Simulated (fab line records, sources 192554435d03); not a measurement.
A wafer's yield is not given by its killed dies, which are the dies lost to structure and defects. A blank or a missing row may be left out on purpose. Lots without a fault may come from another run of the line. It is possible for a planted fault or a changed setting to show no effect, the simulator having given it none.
A sampling plan put to the test + flow n5 finfet + one line in one fab, 31 faults in these records, each fault weighed on the records of the lots it struck
The plan is the line's own looks: the steps of the route at which a gauge or an inspection reads the wafer and doesn't change it. A look is open to judgement when struck wafers have a number at it and the file gives its usual mean and standard deviation on fault-free wafers. Caught: 4 or more of those standard deviations (sigma) separate the usual mean from the mean of the struck wafers at a look after the fault's first step. On the tool: the fault's steps, tested the same way using the tool's own readings. If the struck wafers alone have a blank record, or they carry another recipe, that too counts as caught.

THE FAULTS, as the simulator had put them in
1. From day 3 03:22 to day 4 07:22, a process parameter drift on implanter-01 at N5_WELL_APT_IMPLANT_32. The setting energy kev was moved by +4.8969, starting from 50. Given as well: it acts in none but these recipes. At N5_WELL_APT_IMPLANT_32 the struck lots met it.
2. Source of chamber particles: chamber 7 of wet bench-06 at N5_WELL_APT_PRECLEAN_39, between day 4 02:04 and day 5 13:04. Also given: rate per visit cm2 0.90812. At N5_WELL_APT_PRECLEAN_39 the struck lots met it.
3. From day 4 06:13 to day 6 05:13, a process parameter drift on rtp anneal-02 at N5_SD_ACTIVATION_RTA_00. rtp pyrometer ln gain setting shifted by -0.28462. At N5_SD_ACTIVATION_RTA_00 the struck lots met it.
4. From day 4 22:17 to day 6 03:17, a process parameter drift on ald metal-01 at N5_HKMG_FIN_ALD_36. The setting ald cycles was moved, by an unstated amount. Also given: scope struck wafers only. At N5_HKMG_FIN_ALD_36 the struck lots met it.
5. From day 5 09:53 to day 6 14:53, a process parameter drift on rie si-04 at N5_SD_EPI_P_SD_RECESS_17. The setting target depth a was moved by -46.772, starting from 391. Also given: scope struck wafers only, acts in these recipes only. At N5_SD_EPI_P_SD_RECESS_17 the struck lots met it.
6. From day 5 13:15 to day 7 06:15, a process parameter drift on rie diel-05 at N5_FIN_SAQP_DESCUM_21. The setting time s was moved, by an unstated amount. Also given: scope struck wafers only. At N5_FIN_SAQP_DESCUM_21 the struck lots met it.
7. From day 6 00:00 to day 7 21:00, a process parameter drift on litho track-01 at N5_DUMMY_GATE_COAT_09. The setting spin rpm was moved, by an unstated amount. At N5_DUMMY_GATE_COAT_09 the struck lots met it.
8. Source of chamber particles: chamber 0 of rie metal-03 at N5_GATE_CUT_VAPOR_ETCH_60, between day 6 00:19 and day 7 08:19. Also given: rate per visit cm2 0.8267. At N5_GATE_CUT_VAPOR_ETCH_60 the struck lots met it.
9. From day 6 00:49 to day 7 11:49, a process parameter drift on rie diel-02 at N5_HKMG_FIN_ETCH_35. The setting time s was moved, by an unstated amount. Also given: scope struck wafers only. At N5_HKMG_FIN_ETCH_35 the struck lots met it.
10. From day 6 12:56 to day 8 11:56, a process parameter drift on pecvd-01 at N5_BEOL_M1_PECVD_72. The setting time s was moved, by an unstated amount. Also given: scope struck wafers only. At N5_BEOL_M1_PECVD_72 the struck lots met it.
11. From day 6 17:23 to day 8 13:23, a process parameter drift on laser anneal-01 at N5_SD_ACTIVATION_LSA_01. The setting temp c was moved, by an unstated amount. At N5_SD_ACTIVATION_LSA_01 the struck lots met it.
12. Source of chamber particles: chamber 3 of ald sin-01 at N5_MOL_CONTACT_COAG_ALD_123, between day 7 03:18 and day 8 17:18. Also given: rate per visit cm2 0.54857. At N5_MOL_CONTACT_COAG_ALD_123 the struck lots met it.
13. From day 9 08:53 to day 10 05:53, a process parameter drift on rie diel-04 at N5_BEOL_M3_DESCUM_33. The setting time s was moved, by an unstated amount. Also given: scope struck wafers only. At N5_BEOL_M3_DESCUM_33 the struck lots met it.
14. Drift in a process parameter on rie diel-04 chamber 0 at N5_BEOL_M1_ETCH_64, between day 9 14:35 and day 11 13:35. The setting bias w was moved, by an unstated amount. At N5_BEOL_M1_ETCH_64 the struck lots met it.
15. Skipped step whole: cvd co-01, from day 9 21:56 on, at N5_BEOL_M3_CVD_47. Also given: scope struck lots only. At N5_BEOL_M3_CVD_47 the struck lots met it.
16. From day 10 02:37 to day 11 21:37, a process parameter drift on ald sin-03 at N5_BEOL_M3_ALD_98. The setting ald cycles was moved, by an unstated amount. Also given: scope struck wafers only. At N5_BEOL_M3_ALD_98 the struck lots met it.
17. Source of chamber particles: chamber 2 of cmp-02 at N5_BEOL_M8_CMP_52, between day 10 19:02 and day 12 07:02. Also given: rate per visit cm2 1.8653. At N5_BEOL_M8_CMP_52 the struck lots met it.
18. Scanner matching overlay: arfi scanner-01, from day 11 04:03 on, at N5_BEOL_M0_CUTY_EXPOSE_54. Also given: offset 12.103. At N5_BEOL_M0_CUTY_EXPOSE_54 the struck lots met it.
19. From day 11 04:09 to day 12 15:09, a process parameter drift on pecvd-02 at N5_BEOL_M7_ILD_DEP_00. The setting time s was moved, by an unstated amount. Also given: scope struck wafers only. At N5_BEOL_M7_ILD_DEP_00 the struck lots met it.
20. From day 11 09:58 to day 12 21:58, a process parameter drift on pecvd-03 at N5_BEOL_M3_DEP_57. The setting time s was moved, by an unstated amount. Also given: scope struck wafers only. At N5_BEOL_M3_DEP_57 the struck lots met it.
21. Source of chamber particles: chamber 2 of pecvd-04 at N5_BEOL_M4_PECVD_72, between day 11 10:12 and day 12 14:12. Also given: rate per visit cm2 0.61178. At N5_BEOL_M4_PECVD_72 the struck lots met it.
22. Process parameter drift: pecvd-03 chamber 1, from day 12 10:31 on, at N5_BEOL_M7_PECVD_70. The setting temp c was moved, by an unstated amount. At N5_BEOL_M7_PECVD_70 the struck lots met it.
23. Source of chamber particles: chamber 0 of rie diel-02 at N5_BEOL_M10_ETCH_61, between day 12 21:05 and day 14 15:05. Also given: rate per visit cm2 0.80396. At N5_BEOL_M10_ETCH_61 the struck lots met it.
24. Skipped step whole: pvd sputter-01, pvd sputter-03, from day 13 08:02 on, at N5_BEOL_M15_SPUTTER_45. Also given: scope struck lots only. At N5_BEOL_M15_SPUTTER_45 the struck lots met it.
25. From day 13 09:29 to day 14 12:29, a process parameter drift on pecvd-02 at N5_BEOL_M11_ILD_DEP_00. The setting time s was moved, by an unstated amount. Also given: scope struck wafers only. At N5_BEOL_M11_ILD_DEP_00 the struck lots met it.
26. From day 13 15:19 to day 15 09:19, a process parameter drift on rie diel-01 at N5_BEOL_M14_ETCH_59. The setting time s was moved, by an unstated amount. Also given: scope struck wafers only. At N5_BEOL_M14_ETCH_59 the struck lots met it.
27. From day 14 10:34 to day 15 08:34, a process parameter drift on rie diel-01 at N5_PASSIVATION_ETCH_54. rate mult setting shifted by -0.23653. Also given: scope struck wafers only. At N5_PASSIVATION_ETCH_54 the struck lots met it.
28. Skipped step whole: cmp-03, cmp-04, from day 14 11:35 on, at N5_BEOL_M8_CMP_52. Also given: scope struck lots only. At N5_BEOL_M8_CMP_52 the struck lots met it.
29. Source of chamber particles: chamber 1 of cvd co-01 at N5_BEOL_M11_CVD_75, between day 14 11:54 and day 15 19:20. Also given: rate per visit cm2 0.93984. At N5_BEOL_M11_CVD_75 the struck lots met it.
30. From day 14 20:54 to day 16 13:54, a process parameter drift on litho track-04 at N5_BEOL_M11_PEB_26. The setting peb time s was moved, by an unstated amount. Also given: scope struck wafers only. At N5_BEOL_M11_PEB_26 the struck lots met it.
31. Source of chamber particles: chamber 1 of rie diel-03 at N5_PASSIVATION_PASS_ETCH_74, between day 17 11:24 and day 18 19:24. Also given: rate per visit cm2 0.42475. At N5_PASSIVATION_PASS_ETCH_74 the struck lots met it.

WHAT THE PLAN SAW
| fault | on the tool itself                               | first look that catches it                      | reading, sigma                                    | median hours from its first step to that look | hours from the fault's start to the first struck lot there | judged looks passed uncaught |
|-------|--------------------------------------------------|-------------------------------------------------|---------------------------------------------------|-----------------------------------------------|------------------------------------------------------------|------------------------------|
| 1     | beam energy keV +99 or beyond sigma              | N5_BEOL_M4_RC_MEAS_101                          | CJ_N -4.2                                         | 163.6                                         | 165                                                        | 1                            |
| 2     | no reading that can be judged                    | N5_WELL_APT_INSPECT_38                          | raw defect count +99 or beyond                    | 0.8                                           | 4                                                          | 0                            |
| 3     | lamp_zone_2_pct +25 sigma                        | N5_BEOL_M4_RC_MEAS_101                          | IOFF_N +47                                        | 110.3                                         | 108                                                        | 0                            |
| 4     | under 2 sigma                                    | N5_BEOL_M4_RC_MEAS_101                          | IOFF_P_LIN +15                                    | 89.3                                          | 92                                                         | 1                            |
| 5     | under 2 sigma                                    | not the one look that can be judged after it    | strongest: CJ_P at N5_BEOL_M4_RC_MEAS_101, -3.0   | -                                             | -                                                          | 1                            |
| 6     | under 2 sigma                                    | not the one look that can be judged after it    | -                                                 | -                                             | -                                                          | 1                            |
| 7     | spin speed rpm -99 or beyond sigma               | none of the 4 looks that can be judged after it | -                                                 | -                                             | -                                                          | 4                            |
| 8     | under 2 sigma                                    | not the one look that can be judged after it    | -                                                 | -                                             | -                                                          | 1                            |
| 9     | run length s +21 sigma                           | not the one look that can be judged after it    | -                                                 | -                                             | -                                                          | 1                            |
| 10    | only faintly: throttle valve pct +2.0 sigma      | not the one look that can be judged after it    | -                                                 | -                                             | -                                                          | 1                            |
| 11    | wafer_temp_C_max -24 sigma                       | N5_SD_ACTIVATION_RS_MEAS_03                     | RS_SD_N +11                                       | 0.2                                           | 5                                                          | 0                            |
| 12    | under 2 sigma                                    | N5_MOL_CONTACT_COAG_INSPECT_57                  | raw defect count +8.3                             | 1.0                                           | 4                                                          | 1                            |
| 13    | under 2 sigma                                    | not the one look that can be judged after it    | strongest: VT_P at N5_BEOL_M4_RC_MEAS_101, -3.1   | -                                             | -                                                          | 1                            |
| 14    | bias w -22 sigma                                 | not the one look that can be judged after it    | -                                                 | -                                             | -                                                          | 1                            |
| 15    | the tool's record is blank for the struck wafers | no look after it can be judged                  | -                                                 | -                                             | -                                                          | 0                            |
| 16    | under 2 sigma                                    | not the one look that can be judged after it    | -                                                 | -                                             | -                                                          | 1                            |
| 17    | under 2 sigma                                    | N5_BEOL_M8_INSPECT_58                           | raw defect count +57                              | 0.4                                           | 18                                                         | 0                            |
| 18    | under 2 sigma                                    | N5_BEOL_M0_CUTY_OVL_MEAS_58                     | M0_ABLK_OVL +13                                   | 0.1                                           | 3                                                          | 0                            |
| 19    | under 2 sigma                                    | N5_BEOL_M7_THK_MEAS_01                          | M7_ILD_THK -30                                    | 0.6                                           | 9                                                          | 0                            |
| 20    | under 2 sigma                                    | none of the 2 looks that can be judged after it | strongest: DIBL_N at N5_BEOL_M4_RC_MEAS_101, -2.4 | -                                             | -                                                          | 2                            |
| 21    | under 2 sigma                                    | N5_BEOL_M4_INSPECT_13                           | raw defect count +4.2                             | 1.1                                           | 11                                                         | 1                            |
| 22    | susceptor temp C +51 sigma                       | no look after it can be judged                  | -                                                 | -                                             | -                                                          | 0                            |
| 23    | under 2 sigma                                    | N5_BEOL_M10_INSPECT_30                          | raw defect count +4.7                             | 2.2                                           | 24                                                         | 3                            |
| 24    | the tool's record is blank for the struck wafers | N5_BEOL_M15_RS_MEAS_54                          | M15_RS +99 or beyond                              | 1.1                                           | 4                                                          | 0                            |
| 25    | run length s +37 sigma                           | N5_BEOL_M11_THK_MEAS_01                         | M11_ILD_THK +27                                   | 0.6                                           | 1                                                          | 0                            |
| 26    | run length s +17 sigma                           | no look after it can be judged                  | -                                                 | -                                             | -                                                          | 0                            |
| 27    | under 2 sigma                                    | no look after it can be judged                  | -                                                 | -                                             | -                                                          | 0                            |
| 28    | the tool's record is blank for the struck wafers | N5_BEOL_M8_THK_MEAS_53                          | M8_THK +99 or beyond                              | 0.3                                           | 3                                                          | 0                            |
| 29    | no reading that can be judged                    | not the one look that can be judged after it    | -                                                 | -                                             | -                                                          | 1                            |
| 30    | no reading that can be judged                    | none of the 2 looks that can be judged after it | strongest: cd nm at N5_BEOL_M11_CD_MEAS_28, +3.4  | -                                             | -                                                          | 2                            |
| 31    | only faintly: throttle valve pct -2.1 sigma      | no look after it can be judged                  | -                                                 | -                                             | -                                                          | 0                            |
Dash: fault not caught, or number not given in these records.

Caught at a look: 14 of 31. Caught on the tool: 12 of 31. By one or the other: 20 of 31.
Faults 7, 9, 14, 15, 22, 26 were caught on the tool alone.
Caught at a look alone: faults 2, 4, 12, 17, 18, 19, 21, 23.
Caught by neither: faults 5, 6, 8, 10, 13, 16, 20, 27, 29, 30, 31.

THINNER SAMPLING
Were the look that catches a fault to measure just every second or every third lot (counted by lot number), the first struck lot would, at worst, be measured this late:
| fault | struck lots at that look, in order of time | every lot | every second lot | every third lot |
|-------|--------------------------------------------|-----------|------------------|-----------------|
| 1     | L557, L559                                 | 165 h     | may miss all 2   | may miss all 2  |
| 2     | L282                                       | 4 h       | may miss it      | may miss it     |
| 3     | L752, L755                                 | 108 h     | 138 h            | may miss all 2  |
| 4     | L931                                       | 92 h      | may miss it      | may miss it     |
| 11    | L449, L451                                 | 5 h       | may miss all 2   | may miss all 2  |
| 12    | L592, L595                                 | 4 h       | 28 h             | may miss all 2  |
| 17    | L494, L495                                 | 18 h      | 35 h             | may miss all 2  |
| 18    | L699, L700                                 | 3 h       | 14 h             | may miss all 2  |
| 19    | L732, L734, L735                           | 9 h       | 25 h             | may miss all 3  |
| 21    | L649                                       | 11 h      | may miss it      | may miss it     |
| 23    | L859                                       | 24 h      | may miss it      | may miss it     |
| 24    | L856, L857                                 | 4 h       | 25 h             | may miss all 2  |
| 25    | L990                                       | 1 h       | may miss it      | may miss it     |
| 28    | L943, L944, L945                           | 3 h       | 4 h              | 25 h            |
Hours: fault start to first struck lot measured. The limit of 4 sigma was tested on all struck wafers together, so one lot alone may lie under it. Other struck lots may not be in these records.

THE LONGEST TIMED WAY FROM STEP TO LOOK
In fault 1, a median of 163.6 hours elapses between N5_WELL_APT_IMPLANT_32 and N5_BEOL_M4_RC_MEAS_101. The look between them that can be judged stayed within 4 sigma: N5_PMOS_HMC_CHANNEL_EPI_CD_MEAS_09.
